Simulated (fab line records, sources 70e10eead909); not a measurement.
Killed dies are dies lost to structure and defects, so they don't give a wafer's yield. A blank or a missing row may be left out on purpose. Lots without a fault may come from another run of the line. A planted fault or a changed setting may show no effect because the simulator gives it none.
Chamber matching | flow nand_harc | NHARC_THIN_TSV_DEP_47 on pecvd-03: 3 sister chambers
The step deposits SiO2, target thk 200 nm. 16 wafers are shown with their chamber, then 8 later ones without.

WAFERS WITH THEIR CHAMBER
wafer  | chamber | throttle_valve_pct (%)
L468.1 | 0       | 16.1
L468.2 | 1       | 15.7
L468.3 | 2       | 16.3
L470.1 | 2       | 16.3
L470.2 | 1       | 15.5
L470.6 | 2       | 16.7
L471.3 | 1       | 16.1
L471.4 | 0       | 16.1
L471.6 | 2       | 16.3
L474.3 | 0       | 16.3
L474.4 | 2       | 16.4
L474.6 | 1       | 16.1
L475.1 | 0       | 15.5
L475.2 | 2       | 16.2
L475.5 | 2       | 16.0
L487.1 | 2       | 16.1

SIGNATURES (means of the wafers above)
reading            | chamber 0 | chamber 1 | chamber 2 | scatter within a chamber
throttle_valve_pct | 16.000    | 15.850    | 16.288    | 0.269
Rule: a wafer's distance from a chamber is the root of the sum, over the readings, of the square of ((its reading less the chamber's mean) divided by the reading's scatter). The wafer belongs to the nearest chamber; if the next one is less than 2 further off, it can't be placed. The scatter: the root of (the sum of the squares of (reading less its chamber's mean) over the shown wafers, divided by (wafers less chambers)).

WAFERS WITHOUT THEIR CHAMBER
wafer  | throttle_valve_pct (%)
L487.3 | 15.9
L487.6 | 16.0
L485.1 | 16.0
L485.3 | 15.6
L485.4 | 16.1
L490.1 | 16.2
L490.3 | 16.3
L490.4 | 16.4

WHICH CHAMBER EACH WENT THROUGH
wafer  | from the rows above          | in truth
L487.3 | can't be placed: 1 or 0 or 2 | 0
L487.6 | can't be placed: 0 or 1 or 2 | 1
L485.1 | can't be placed: 0 or 1 or 2 | 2
L485.3 | can't be placed: 1 or 0 or 2 | 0
L485.4 | can't be placed: 0 or 2 or 1 | 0
L490.1 | can't be placed: 2 or 0 or 1 | 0
L490.3 | can't be placed: 2 or 0 or 1 | 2
L490.4 | can't be placed: 2 or 0 or 1 | 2
Placed correctly: 0 of 8. Can't be placed from these rows: 8 (the true chamber is among the candidates in 8). Placed wrongly: 0.
